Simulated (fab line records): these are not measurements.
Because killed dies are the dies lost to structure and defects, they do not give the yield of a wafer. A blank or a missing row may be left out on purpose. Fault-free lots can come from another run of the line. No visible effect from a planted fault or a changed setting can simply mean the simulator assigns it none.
The same fault as seen by 3 desks / flow n5-finfet / what lay behind the numbers comes last; until then each desk has only its own

== METROLOGY DESK ==
What the gauges read for every lot (on any tool): the sampled wafers with a number, averaged. The brackets show how far a lot's mean lies from the usual mean; more than 4 standard deviations puts the lot out of limits, marked OUT. Readings shown: 7 of its 12, picked as those furthest out on some lot.
Columns: A = DIBL_P at N5_BEOL_M4_RC_MEAS_101, usual 36.2 mV/V; B = IOFF_P at N5_BEOL_M4_RC_MEAS_101, usual 0.21 nA/um; C = ION_P at N5_BEOL_M4_RC_MEAS_101, usual 461 uA/um; D = SS_N at N5_BEOL_M4_RC_MEAS_101, usual 71.6 mV/dec; E = SS_P at N5_BEOL_M4_RC_MEAS_101, usual 73.3 mV/dec; F = VT_N at N5_BEOL_M4_RC_MEAS_101, usual 251 mV; G = VT_P at N5_BEOL_M4_RC_MEAS_101, usual -251 mV
lot=L889; first seen here=day 6 23:50; A=34.7; B=0.21; C=466; D=71.7; E=73.3; F=251; G=-250
lot=L898; first seen here=day 8 21:53; A=38.6; B=0.22; C=457; D=71.2; E=73.7; F=249; G=-252
lot=L901; first seen here=day 9 21:13; A=37.9; B=0.21; C=461; D=71.4; E=73.7; F=249; G=-249
lot=L902; first seen here=day 9 23:22; A=36.0; B=0.18; C=461; D=71.0; E=73.1; F=251; G=-254
lot=L905; first seen here=day 10 14:21; A=36.4; B=0.24; C=473; D=71.2; E=72.7; F=247; G=-245
lot=L912; first seen here=day 12 17:32; A=38.0; B=0.22; C=467; D=71.7; E=73.7; F=248; G=-252
This desk's verdict: no lot among the 6 shows anything out of limits.

== FOR THE TOOL OWNER'S DESK: rie-diel-05 ==
The tool's own readings at N5_BEOL_M3_DESCUM_33 (chemistry O2, time 7 s): means of the sampled wafers that have a number, for each lot that ran on this tool. The brackets show how far a lot's mean lies from the usual mean; more than 4 standard deviations puts the lot out of limits, marked OUT.
Columns: A = drypump-motor-current-A at N5_BEOL_M3_DESCUM_33, usual 5.6 A; B = oes-product-au at N5_BEOL_M3_DESCUM_33, usual 0.78 a.u.; C = rf-vpp-V at N5_BEOL_M3_DESCUM_33, usual 243.2 V; D = showerhead-plenum-p-Torr at N5_BEOL_M3_DESCUM_33, usual 2.09 Torr; E = throttle-valve-pct at N5_BEOL_M3_DESCUM_33, usual 20.41 %
lot=L889; first seen here=day 7 00:01; A=6.5; B=0.83; C=245.8; D=2.20; E=20.01
lot=L901; first seen here=day 9 21:20; A=6.1; B=0.80; C=243.5; D=2.12; E=20.24
lot=L902; first seen here=day 9 23:30; A=6.2; B=0.77; C=244.9; D=2.19; E=20.15
This desk's verdict: no lot among the 3 shows anything out of limits.

== THE DEFECT DESK ==
Per lot, the means of the sampled wafers with a number show what the inspections along the route counted. The brackets show how far a lot's mean lies from the usual mean; more than 4 standard deviations puts the lot out of limits, marked OUT.
Columns: A = raw-defect-count at N5_BEOL_M3_INSPECT_30, usual 394
lot=L889; first seen here=day 6 23:55; A=419
lot=L898; first seen here=day 8 21:59; A=432
lot=L901; first seen here=day 9 21:17; A=409
lot=L902; first seen here=day 9 23:28; A=327
lot=L905; first seen here=day 10 14:26; A=349
lot=L912; first seen here=day 12 17:38; A=412
This desk's verdict: no lot among the 6 shows anything out of limits.

== TAKEN TOGETHER ==
Nothing out of limits was seen by the metrology desk.
The desk of the tool owner found nothing out of limits.
Nothing out of limits was seen by the defect desk.

== WHAT HAD BEEN PUT IN BY THE SIMULATOR ==
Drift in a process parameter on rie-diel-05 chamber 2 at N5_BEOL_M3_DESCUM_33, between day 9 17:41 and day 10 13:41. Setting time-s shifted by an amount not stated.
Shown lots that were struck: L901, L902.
